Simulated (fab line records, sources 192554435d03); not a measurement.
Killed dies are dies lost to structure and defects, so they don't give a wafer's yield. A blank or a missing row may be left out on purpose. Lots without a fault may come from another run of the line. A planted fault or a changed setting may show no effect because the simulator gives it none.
Which tool did it? | flow n5_finfet | 11 lots, 32 wafers sampled, at 2 steps of a route of 1938

WHAT THE GAUGES READ, wafer by wafer
N5_BEOL_M7_OCD_MEAS_38.
lot  | measured     | on     | trench_depth_nm (nm)
L980 | day 9 09:22  | ocd-01 | 92.6 91.3 91.4
L982 | day 9 14:11  | ocd-02 | 91.8 91.1 93.3
L981 | day 9 21:13  | ocd-01 | 96.8 95.5 95.9
L983 | day 9 23:01  | ocd-01 | 93.7 93.6
L984 | day 10 03:32 | ocd-01 | 93.3 92.9 92.5
L994 | day 12 14:31 | ocd-01 | 94.7 95.0 94.6
L996 | day 12 23:31 | ocd-01 | 93.0 93.3 94.0
L998 | day 13 20:54 | ocd-01 | 94.3 95.4 95.1
L100 | day 14 03:18 | ocd-02 | 91.5 92.8 92.9
L999 | day 14 03:41 | ocd-02 | 92.7 93.7 93.2
L103 | day 15 00:02 | ocd-02 | 94.7 95.2 94.9

WHICH TOOL RAN EACH LOT (tool, then ch and the chambers of the sampled wafers, then the start)
lot  | N5_BEOL_M7_TRENCH_ETCH_37
L980 | rie_diel-05 ch 0,1, day 9 09:22 or earlier
L982 | rie_diel-05 ch 0,1,3, day 9 14:11 or earlier
L981 | rie_diel-04 ch 0,1,3, day 9 21:13 or earlier
L983 | rie_diel-01 ch 1,2, day 9 23:01 or earlier
L984 | rie_diel-01 ch 1,2,3, day 10 03:32 or earlier
L994 | rie_diel-04 ch 0,2,3, day 12 14:31 or earlier
L996 | rie_diel-01 ch 0,1,3, day 12 23:31 or earlier
L998 | rie_diel-04 ch 1,2,3, day 13 20:54 or earlier
L100 | rie_diel-01 ch 1,2,3, day 14 03:18 or earlier
L999 | rie_diel-01 ch 0,1,3, day 14 03:41 or earlier
L103 | rie_diel-04 ch 0,1, day 15 00:02 or earlier
- N5_BEOL_M7_TRENCH_ETCH_37: etches SiCOH lowk in C4F6/O2, target depth 93.478 nm, time 31.2 s.

THE ANSWER, worked out from the rows above alone
Rule: what is usual is taken from the lots themselves. Put in order of their means at a reading, lots are off if they are a third of the lots or fewer, leave a main group of 4 or more, and stand apart from it by a gap of 3 or more times the standard deviation of the main group's means; of several such gaps the widest counts. A main group whose means are all the same, to the digits that the tables above print for the reading, isn't used. A lot without any number at a reading at which 4 lots or more have one is off too. The other lots that the step has rows for count as sound.
No lot is off at any reading shown: from this, nothing can be told.

WHAT THE SIMULATOR HAD PUT IN
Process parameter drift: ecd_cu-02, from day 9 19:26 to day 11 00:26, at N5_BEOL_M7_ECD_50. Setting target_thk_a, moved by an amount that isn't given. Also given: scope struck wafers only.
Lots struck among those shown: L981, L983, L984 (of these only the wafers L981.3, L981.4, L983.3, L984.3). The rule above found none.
